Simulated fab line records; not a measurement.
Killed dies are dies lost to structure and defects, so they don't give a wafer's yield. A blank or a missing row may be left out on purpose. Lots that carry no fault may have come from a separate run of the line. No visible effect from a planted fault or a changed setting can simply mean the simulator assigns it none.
The tool behind it: which one? -- flow n5-finfet -- 24 lots, 72 wafers sampled, at 6 steps of a route of 1938

WHAT EACH GAUGE READ, for each wafer
N5_BEOL_M13_OCD_MEAS_35.
lot,measured,on,trench-depth-nm (nm)
L074,day 12 15:48,ocd-01,424 413 408
L075,day 12 16:48,ocd-01,405 408 404
L076,day 12 19:53,ocd-02,410 423 412
L079,day 12 20:19,ocd-01,422 403 414
L082,day 13 06:20,ocd-02,409 405 419
L081,day 13 08:13,ocd-02,408 411 412
L077,day 13 09:11,ocd-02,414 424 425
L080,day 13 13:17,ocd-02,413 423 425
L078,day 14 08:44,ocd-01,415 414 416
L084,day 14 15:46,ocd-01,404 411 408
L083,day 14 18:25,ocd-02,413 412 423
L086,day 14 18:27,ocd-01,413 411 412
L085,day 14 18:57,ocd-02,411 421 410
L089,day 15 15:19,ocd-01,420 411 411
L088,day 15 16:31,ocd-02,410 410 421
L087,day 15 18:03,ocd-01,411 415 413
L090,day 16 00:06,ocd-01,403 418 416
L091,day 16 10:58,ocd-01,415 398 401
L092,day 16 14:41,ocd-02,412 413 410
L094,day 16 15:04,ocd-01,410 421 421
L093,day 16 17:51,ocd-01,417 415 401
L095,day 17 08:26,ocd-01,415 412 413
L096,day 17 16:13,ocd-02,416 410 415
L097,day 17 20:41,ocd-01,414 416 416

N5_BEOL_M15_THK_MEAS_50: measures by xrf.
lot,measured,on,M15_THK (nm)
L074,day 13 13:00,film-metro-01,852 838 840
L075,day 13 15:10,film-metro-02,836 870 840
L076,day 13 15:26,film-metro-02,848 851 855
L079,day 13 18:10,film-metro-01,813 794 785
L082,day 14 05:25,film-metro-02,806 802 832
L081,day 14 07:44,film-metro-02,859 851 808
L077,day 14 07:10,film-metro-01,855 809 819
L080,day 14 17:40,film-metro-02,834 838 841
L078,day 15 05:46,film-metro-02,844 835 857
L084,day 15 06:19,film-metro-02,825 851 863
L083,day 15 13:07,film-metro-01,842 786 809
L086,day 15 15:55,film-metro-02,860 845 831
L085,day 15 16:12,film-metro-01,816 849 843
L089,day 16 11:25,film-metro-02,798 857 802
L088,day 16 12:11,film-metro-02,851 829 852
L087,day 16 14:42,film-metro-02,840 873 860
L090,day 16 20:58,film-metro-01,840 787 832
L091,day 17 09:31,film-metro-01,837 819 818
L092,day 17 09:09,film-metro-02,858 847 861
L094,day 17 09:29,film-metro-02,846 835 853
L093,day 17 12:47,film-metro-02,845 834 834
L095,day 17 22:47,film-metro-02,876 857 831
L096,day 18 12:46,film-metro-02,844 826 820
L097,day 18 13:10,film-metro-01,832 843 822

N5_MIM_BOT_LITHO_INSPECT_12: inspects for defects (macro).
lot,measured,on,raw-defect-count
L074,day 13 18:34,defect-inspect-02,1 1 2
L075,day 13 21:34,defect-inspect-02,5 2 2
L076,day 13 21:48,defect-inspect-01,0 1 0
L079,day 13 23:26,defect-inspect-02,3 1 2
L082,day 14 09:22,defect-inspect-02,1 4 2
L081,day 14 13:04,defect-inspect-02,3 1 3
L077,day 14 12:46,defect-inspect-02,0 1 1
L080,day 14 22:59,defect-inspect-01,3 2 2
L078,day 15 09:47,defect-inspect-01,3 3 2
L084,day 15 09:49,defect-inspect-02,0 1 3
L083,day 15 16:44,defect-inspect-02,3 2 1
L086,day 15 22:22,defect-inspect-01,1 1 3
L085,day 15 22:05,defect-inspect-02,3 1 5
L089,day 16 17:43,defect-inspect-01,0 1 1
L088,day 16 19:55,defect-inspect-01,3 3 1
L087,day 16 23:34,defect-inspect-01,1 2 1
L090,day 17 01:26,defect-inspect-02,1 3 1
L091,day 17 16:22,defect-inspect-01,4 1 2
L092,day 17 15:59,defect-inspect-01,3 5 3
L094,day 17 16:12,defect-inspect-01,2 2 2
L093,day 17 19:27,defect-inspect-02,1 3 2
L095,day 18 04:02,defect-inspect-02,0 0 3
L096,day 18 16:32,defect-inspect-02,2 5 1
L097,day 18 18:35,defect-inspect-02,0 1 3

WHICH TOOL RAN EACH LOT (tool, then ch and the chambers of the sampled wafers, then the start)
lot,N5_BEOL_M13_STRIP_37,N5_BEOL_M14_STRIP_63,N5_BEOL_M14_DEP_53
L074,"plasma-asher-01 ch 0,1, day 12 15:52","rie-diel-01 ch 0,1,2, day 13 02:32 or earlier","pecvd-03 ch 1,2, day 13 02:32"
L075,"plasma-asher-01 ch 0,1, day 12 16:52","rie-diel-03 ch 0,1,2, day 13 06:29 or earlier","pecvd-03 ch 0,2, day 13 06:29"
L076,"plasma-asher-01 ch 0,1, day 12 19:55","rie-diel-06 ch 0,3, day 13 09:05 or earlier","pecvd-03 ch 0,1,2, day 13 09:05"
L079,"plasma-asher-02 ch 0, day 12 20:23","rie-diel-06 ch 0,2,3, day 13 09:41 or earlier","pecvd-02 ch 0,2, day 13 09:41"
L082,"plasma-asher-01 ch 0,1, day 13 06:22","rie-diel-03 ch 1,2, day 13 21:05 or earlier","pecvd-03 ch 1,2, day 13 21:05"
L081,"plasma-asher-01 ch 0,1, day 13 08:15","rie-diel-03 ch 0,2,3, day 14 00:52 or earlier","pecvd-03 ch 0,2, day 14 00:52"
L077,"plasma-asher-01 ch 1, day 13 09:14","rie-diel-06 ch 1,2, day 13 22:10 or earlier","pecvd-03 ch 1,2, day 13 22:10"
L080,"plasma-asher-01 ch 0,1, day 13 13:20","rie-diel-06 ch 0,2, day 14 12:18 or earlier","pecvd-02 ch 0,1, day 14 12:18"
L078,"plasma-asher-02 ch 0, day 14 08:52","rie-diel-06 ch 1,2,3, day 14 16:08 or earlier","pecvd-02 ch 1,2, day 14 16:08"
L084,"plasma-asher-02 ch 0,1, day 14 15:48","rie-diel-03 ch 0,3, day 15 00:11 or earlier","pecvd-04 ch 1,2, day 15 00:11"
L083,"plasma-asher-02 ch 0,1, day 14 18:28","rie-diel-06 ch 0,1, day 15 05:49 or earlier","pecvd-02 ch 0,1,2, day 15 05:49"
L086,"plasma-asher-01 ch 0,1, day 14 18:29","rie-diel-06 ch 0,1,2, day 15 08:11 or earlier","pecvd-03 ch 0,1,2, day 15 08:11"
L085,"plasma-asher-02 ch 0,1, day 14 18:59","rie-diel-01 ch 0,3, day 15 09:46 or earlier","pecvd-02 ch 0,1,2, day 15 09:46"
L089,"plasma-asher-02 ch 0, day 15 15:21","rie-diel-03 ch 0,2, day 16 04:15 or earlier","pecvd-04 ch 0,1, day 16 04:15"
L088,"plasma-asher-02 ch 0,1, day 15 16:34","rie-diel-03 ch 0,1,3, day 16 05:05 or earlier","pecvd-04 ch 0,1,2, day 16 05:05"
L087,"plasma-asher-01 ch 0,1, day 15 18:07","rie-diel-03 ch 1,2,3, day 16 07:40 or earlier","pecvd-03 ch 0,1, day 16 07:40"
L090,"plasma-asher-01 ch 0,1, day 16 00:08","rie-diel-03 ch 2,3, day 16 15:09 or earlier","pecvd-04 ch 0,1, day 16 15:09"
L091,"plasma-asher-02 ch 0,1, day 16 11:00","rie-diel-06 ch 0,1,3, day 17 00:35 or earlier","pecvd-04 ch 0,2, day 17 00:35"
L092,"plasma-asher-01 ch 0,1, day 16 14:44","rie-diel-03 ch 0,2, day 17 00:38 or earlier","pecvd-02 ch 1,2, day 17 00:38"
L094,"plasma-asher-01 ch 0,1, day 16 15:07","rie-diel-01 ch 0,1,2, day 17 01:20 or earlier","pecvd-04 ch 0,1,2, day 17 01:20"
L093,"plasma-asher-01 ch 0,1, day 16 17:53","rie-diel-01 ch 1,3, day 17 03:40 or earlier","pecvd-04 ch 0,1, day 17 03:40"
L095,"plasma-asher-02 ch 0,1, day 17 08:29","rie-diel-01 ch 0,3, day 17 16:27 or earlier","pecvd-02 ch 0,1,2, day 17 16:27"
L096,"plasma-asher-02 ch 0,1, day 17 16:15","rie-diel-01 ch 0,1,3, day 18 03:16 or earlier","pecvd-04 ch 0,1, day 18 03:16"
L097,"plasma-asher-01 ch 0,1, day 17 20:43","rie-diel-06 ch 1,2,3, day 18 04:44 or earlier","pecvd-04 ch 1,2, day 18 04:44"
- N5_BEOL_M13_STRIP_37: strips in N2/H2.
- N5_BEOL_M14_STRIP_63: strips in O2.
- N5_BEOL_M14_DEP_53: deposits SiCN from 3MS/NH3, target thk 50 nm, time 17.8 s.

AS READ BY THE TOOLS THEMSELVES (means over the sampled wafers that have a number; for cases with no such wafer, the mark the record gives instead)
N5_BEOL_M13_STRIP_37.
lot,tool,drypump-motor-current-A (A),heater-power-w (W),oes-product-au (a.u.)
L074,plasma-asher-01,5.0,333,0.785
L075,plasma-asher-01,5.1,333,0.785
L076,plasma-asher-01,5.3,344,0.791
L079,plasma-asher-02,6.2,336,0.780
L082,plasma-asher-01,5.4,337,0.781
L081,plasma-asher-01,5.4,340,0.785
L077,plasma-asher-01,4.7,326,0.774
L080,plasma-asher-01,5.0,337,0.791
L078,plasma-asher-02,6.2,331,0.790
L084,plasma-asher-02,6.1,333,0.790
L083,plasma-asher-02,6.1,334,0.787
L086,plasma-asher-01,5.1,331,0.784
L085,plasma-asher-02,6.1,338,0.775
L089,plasma-asher-02,6.2,335,0.786
L088,plasma-asher-02,6.1,339,0.783
L087,plasma-asher-01,5.4,338,0.783
L090,plasma-asher-01,5.4,344,0.785
L091,plasma-asher-02,6.1,334,0.779
L092,plasma-asher-01,5.1,333,0.775
L094,plasma-asher-01,5.0,336,0.782
L093,plasma-asher-01,5.1,332,0.778
L095,plasma-asher-02,5.9,341,0.783
L096,plasma-asher-02,6.1,337,0.788
L097,plasma-asher-01,5.0,332,0.786

N5_BEOL_M14_STRIP_63.
lot,tool,drypump-motor-current-A (A),oes-product-au (a.u.),rf-vpp-V (V),showerhead-plenum-p-Torr (Torr),throttle-valve-pct (%)
L074,rie-diel-01,5.7,0.88,3.5,2.06,16.68
L075,rie-diel-03,5.6,0.82,3.0,2.13,16.56
L076,rie-diel-06,5.8,0.82,3.4,2.02,16.47
L079,rie-diel-06,5.6,0.85,3.8,2.06,16.64
L082,rie-diel-03,5.9,0.87,4.0,2.18,16.49
L081,rie-diel-03,5.6,0.78,3.1,2.11,16.77
L077,rie-diel-06,5.5,0.92,3.5,2.07,16.59
L080,rie-diel-06,5.5,0.78,4.1,2.03,16.54
L078,rie-diel-06,5.5,0.89,4.1,2.08,16.70
L084,rie-diel-03,5.6,0.72,4.2,2.07,16.89
L083,rie-diel-06,5.8,0.80,4.4,2.00,16.41
L086,rie-diel-06,5.5,0.82,4.0,2.05,16.59
L085,rie-diel-01,5.3,0.85,3.6,2.04,16.61
L089,rie-diel-03,5.4,0.74,3.5,2.06,16.70
L088,rie-diel-03,5.6,0.75,3.1,2.07,16.70
L087,rie-diel-03,5.8,0.82,3.6,2.16,16.71
L090,rie-diel-03,5.8,0.78,3.5,2.15,16.89
L091,rie-diel-06,5.8,0.82,3.3,2.03,16.60
L092,rie-diel-03,5.6,0.90,2.8,2.23,16.57
L094,rie-diel-01,5.7,0.83,4.5,2.05,16.75
L093,rie-diel-01,6.3,0.81,3.6,2.04,16.53
L095,rie-diel-01,5.2,0.82,3.3,2.03,16.63
L096,rie-diel-01,5.7,0.81,3.5,2.03,16.61
L097,rie-diel-06,5.6,0.84,3.6,2.07,16.76

N5_BEOL_M14_DEP_53.
lot,tool,showerhead-plenum-p-Torr (Torr),throttle-valve-pct (%)
L074,pecvd-03,4.175,17.6
L075,pecvd-03,4.153,17.4
L076,pecvd-03,4.158,17.8
L079,pecvd-02,4.176,17.8
L082,pecvd-03,4.178,17.7
L081,pecvd-03,4.163,17.3
L077,pecvd-03,4.169,18.3
L080,pecvd-02,4.159,18.1
L078,pecvd-02,4.170,18.1
L084,pecvd-04,4.159,17.6
L083,pecvd-02,4.165,18.0
L086,pecvd-03,4.159,18.0
L085,pecvd-02,4.170,18.0
L089,pecvd-04,4.167,18.0
L088,pecvd-04,4.160,17.8
L087,pecvd-03,4.151,18.5
L090,pecvd-04,4.150,17.6
L091,pecvd-04,4.184,18.2
L092,pecvd-02,4.166,18.2
L094,pecvd-04,4.166,17.7
L093,pecvd-04,4.143,17.7
L095,pecvd-02,4.171,18.1
L096,pecvd-04,4.149,17.6
L097,pecvd-04,4.139,17.4

THE ANSWER, worked out from the rows above alone
Rule: usual is defined by the lots themselves. The widest of any qualifying gaps counts: lots, ordered by their means at a reading, are off when they make up no more than a third of the lots, leave a main group of 4 or more, and stand apart from it by 3 or more times the standard deviation of that group's means. A main group whose means are all the same, to the digits that the tables above print for the reading, isn't used. A lot without any number at a reading at which 4 lots or more have one is off too. All remaining lots with rows at the step are treated as sound. After the gauges, taken in route order, come the tools' own readings; for these a lot's mean is taken, as printed above. The first step at which some lot is off is used, and at that step the reading that is off furthest; a lot without a number counts as furthest.
None of the lots is off at any reading shown; this tells nothing.

WHAT THE SIMULATOR HAD PUT IN
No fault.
